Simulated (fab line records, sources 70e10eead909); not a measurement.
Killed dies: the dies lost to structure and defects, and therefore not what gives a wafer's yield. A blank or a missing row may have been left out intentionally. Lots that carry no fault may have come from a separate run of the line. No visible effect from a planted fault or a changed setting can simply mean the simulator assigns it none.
Matching of chambers :: flow nandHarc :: rieDiel-06 running NHARC_A_STAIRCASE_DESCUM_168: 4 sister chambers
The step chemistry O2, time 3 s. 4 wafers are shown with their chamber, then 10 later ones without.

## WAFERS, EACH WITH ITS CHAMBER
wafer: L082.2
chamber: 3
showerheadPlenumPTorr (Torr): 1.94

wafer: L085.1
chamber: 2
showerheadPlenumPTorr (Torr): 1.84

wafer: L089.1
chamber: 1
showerheadPlenumPTorr (Torr): 1.88

wafer: L089.3
chamber: 0
showerheadPlenumPTorr (Torr): 2.04

## WAFERS MISSING THEIR CHAMBER
wafer: L089.6
showerheadPlenumPTorr (Torr): 1.88

wafer: L090.2
showerheadPlenumPTorr (Torr): 2.04

wafer: L090.3
showerheadPlenumPTorr (Torr): 1.88

wafer: L090.6
showerheadPlenumPTorr (Torr): 1.88

wafer: L094.1
showerheadPlenumPTorr (Torr): 1.83

wafer: L094.3
showerheadPlenumPTorr (Torr): 2.03

wafer: L094.4
showerheadPlenumPTorr (Torr): 1.88

wafer: L097.1
showerheadPlenumPTorr (Torr): 1.83

wafer: L097.2
showerheadPlenumPTorr (Torr): 1.93

wafer: L097.5
showerheadPlenumPTorr (Torr): 1.93

## WHICH CHAMBER EACH WENT THROUGH
wafer: L089.6
from the rows above: 1
in truth: 1

wafer: L090.2
from the rows above: 0
in truth: 0

wafer: L090.3
from the rows above: 1
in truth: 1

wafer: L090.6
from the rows above: 1
in truth: 1

wafer: L094.1
from the rows above: 2
in truth: 2

wafer: L094.3
from the rows above: 0
in truth: 0

wafer: L094.4
from the rows above: 1
in truth: 1

wafer: L097.1
from the rows above: 2
in truth: 2

wafer: L097.2
from the rows above: 3
in truth: 3

wafer: L097.5
from the rows above: 3
in truth: 3
Placed correctly: 10 of 10. Not placeable from these rows: 0. 0 placed wrongly.
How it was worked out, from the rows above alone: a wafer's distance from a chamber is the root of the sum, over the readings, of the square of ((its reading less the chamber's mean) divided by the reading's scatter). If the next closest chamber is less than 2 further off than the closest, the wafer can't be placed; otherwise it belongs to the closest. The mean given for a chamber averages the wafers shown for that chamber. The scatter: with one shown wafer a chamber, the root of the mean of the squares of how far each hidden wafer lies from its nearest shown one.
